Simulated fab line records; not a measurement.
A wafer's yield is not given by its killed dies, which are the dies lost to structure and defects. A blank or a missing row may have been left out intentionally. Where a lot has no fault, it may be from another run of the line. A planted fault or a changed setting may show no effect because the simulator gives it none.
Split-lot experiment || flow n5 finfet || route with 1938 steps; 7 lots, 21 wafers read

## ABOUT THE SPLIT
At N5_BEOL_M4_ILD_DEP_00 (deposits SiOC from DEMS/O2, target thk 79 nm, time 15.3 s), the setting time s was moved away from the recipe's 15.3 s on 7 of the 21 wafers read, by -6.7% to +14.2%. For the rest of the wafers, this setting stayed at what the recipe calls for.

Split to reading: the file shows no intervening step.

## THE READING
At N5_BEOL_M4_THK_MEAS_01: M4_ILD_THK, given in nm. A value of 78.7 nm with a standard deviation of 0.89 nm is what fault-free wafers of this fab line usually give.

{"wafer": "L074.2", "tool, chamber at the split": "pecvd-01, 1", "time s as run, s": 15.3, "against the recipe": "recipe", "M4_ILD_THK, nm": 78.3, "against lot-mates on the recipe": "-"}
{"wafer": "L074.3", "tool, chamber at the split": "pecvd-01, 2", "time s as run, s": 17.11, "against the recipe": "+11.8%", "M4_ILD_THK, nm": 89.2, "against lot-mates on the recipe": "+10.5"}
{"wafer": "L074.5", "tool, chamber at the split": "pecvd-01, 1", "time s as run, s": 15.3, "against the recipe": "recipe", "M4_ILD_THK, nm": 79.1, "against lot-mates on the recipe": "-"}
{"wafer": "L078.3", "tool, chamber at the split": "pecvd-03, 1", "time s as run, s": 15.3, "against the recipe": "recipe", "M4_ILD_THK, nm": 78.3, "against lot-mates on the recipe": "-"}
{"wafer": "L078.5", "tool, chamber at the split": "pecvd-03, 2", "time s as run, s": 14.28, "against the recipe": "-6.7%", "M4_ILD_THK, nm": 74.3, "against lot-mates on the recipe": -4.0}
{"wafer": "L078.6", "tool, chamber at the split": "pecvd-03, 0", "time s as run, s": 14.28, "against the recipe": "-6.7%", "M4_ILD_THK, nm": 73.0, "against lot-mates on the recipe": -5.3}
{"wafer": "L082.3", "tool, chamber at the split": "pecvd-01, 2", "time s as run, s": 16.8, "against the recipe": "+9.8%", "M4_ILD_THK, nm": 85.4, "against lot-mates on the recipe": "+7.0"}
{"wafer": "L082.5", "tool, chamber at the split": "pecvd-01, 0", "time s as run, s": 16.8, "against the recipe": "+9.8%", "M4_ILD_THK, nm": 86.3, "against lot-mates on the recipe": "+7.9"}
{"wafer": "L082.6", "tool, chamber at the split": "pecvd-01, 2", "time s as run, s": 15.3, "against the recipe": "recipe", "M4_ILD_THK, nm": 78.4, "against lot-mates on the recipe": "-"}
{"wafer": "L085.1", "tool, chamber at the split": "pecvd-01, 2", "time s as run, s": 15.3, "against the recipe": "recipe", "M4_ILD_THK, nm": 78.6, "against lot-mates on the recipe": "-"}
{"wafer": "L085.2", "tool, chamber at the split": "pecvd-01, 1", "time s as run, s": 15.3, "against the recipe": "recipe", "M4_ILD_THK, nm": 78.3, "against lot-mates on the recipe": "-"}
{"wafer": "L085.6", "tool, chamber at the split": "pecvd-01, 1", "time s as run, s": 15.3, "against the recipe": "recipe", "M4_ILD_THK, nm": 78.0, "against lot-mates on the recipe": "-"}
{"wafer": "L090.2", "tool, chamber at the split": "pecvd-03, 2,0", "time s as run, s": 15.3, "against the recipe": "recipe", "M4_ILD_THK, nm": 78.8, "against lot-mates on the recipe": "-"}
{"wafer": "L090.4", "tool, chamber at the split": "pecvd-03, 1", "time s as run, s": 15.3, "against the recipe": "recipe", "M4_ILD_THK, nm": 79.3, "against lot-mates on the recipe": "-"}
{"wafer": "L090.5", "tool, chamber at the split": "pecvd-03, 2,0", "time s as run, s": 15.3, "against the recipe": "recipe", "M4_ILD_THK, nm": 78.9, "against lot-mates on the recipe": "-"}
{"wafer": "L091.2", "tool, chamber at the split": "pecvd-03, 1", "time s as run, s": 15.3, "against the recipe": "recipe", "M4_ILD_THK, nm": 78.0, "against lot-mates on the recipe": "-"}
{"wafer": "L091.3", "tool, chamber at the split": "pecvd-03, 0", "time s as run, s": 17.47, "against the recipe": "+14.2%", "M4_ILD_THK, nm": 88.5, "against lot-mates on the recipe": "+10.5"}
{"wafer": "L091.5", "tool, chamber at the split": "pecvd-03, 2", "time s as run, s": 17.47, "against the recipe": "+14.2%", "M4_ILD_THK, nm": 90.0, "against lot-mates on the recipe": "+12.0"}
{"wafer": "L094.3", "tool, chamber at the split": "pecvd-03, 1", "time s as run, s": 15.3, "against the recipe": "recipe", "M4_ILD_THK, nm": 77.7, "against lot-mates on the recipe": "-"}
{"wafer": "L094.4", "tool, chamber at the split": "pecvd-03, 1", "time s as run, s": 15.3, "against the recipe": "recipe", "M4_ILD_THK, nm": 78.2, "against lot-mates on the recipe": "-"}
{"wafer": "L094.5", "tool, chamber at the split": "pecvd-03, 0", "time s as run, s": 15.3, "against the recipe": "recipe", "M4_ILD_THK, nm": 78.6, "against lot-mates on the recipe": "-"}
Where a row lists several chambers, the file gives one row for several wafers and doesn't say which wafer went through which chamber.

THE FIT
A straight line over all 21 wafers: M4_ILD_THK changes by +0.776 nm for each +1% of time s; r = +0.99; the points scatter about the line by 0.64 nm.
The same after taking each lot's own level away (the mean of its wafers on the recipe; 21 wafers): +0.785 nm for each +1%; r = +0.99; scatter 0.54 nm.
The reading moves by 11 nm for the largest change in time s, on that fit.
The lots' own levels span 78.00 to 79.00 nm, that is 1.1 times the standard deviation above.
So the lot-to-lot level changes the slope little: the two slopes agree.
Check: with one of the wafers moved furthest among these (+14.2%) left out of the fit, the line predicts +11.5 nm for it against its lot-mates. Against them it came out at +10.5 nm.

## THE WHOLE CHAIN: every reading that the file lists as answering this split, in the file's order
{"step": "N5_BEOL_M4_ILD_DEP_00", "what it does": "deposits SiOC from DEMS/O2, target thk 79 nm, time 15.3 s", "reading": "SiOC_of_BEOL_M4_ILD_DEP_00.thk nm (the simulator's own value, which no gauge read)", "change (the file's fit)": "+0.803 nm for each +1% of the setting", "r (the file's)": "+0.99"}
{"step": "N5_BEOL_M4_THK_MEAS_01", "what it does": "", "reading": "M4_ILD_THK", "change (the file's fit)": "+0.805 for each +1% of the setting", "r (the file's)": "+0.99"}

## FILE'S OWN FIT
M4_ILD_THK changes by +0.805 nm for each +1% of time s, r = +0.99.
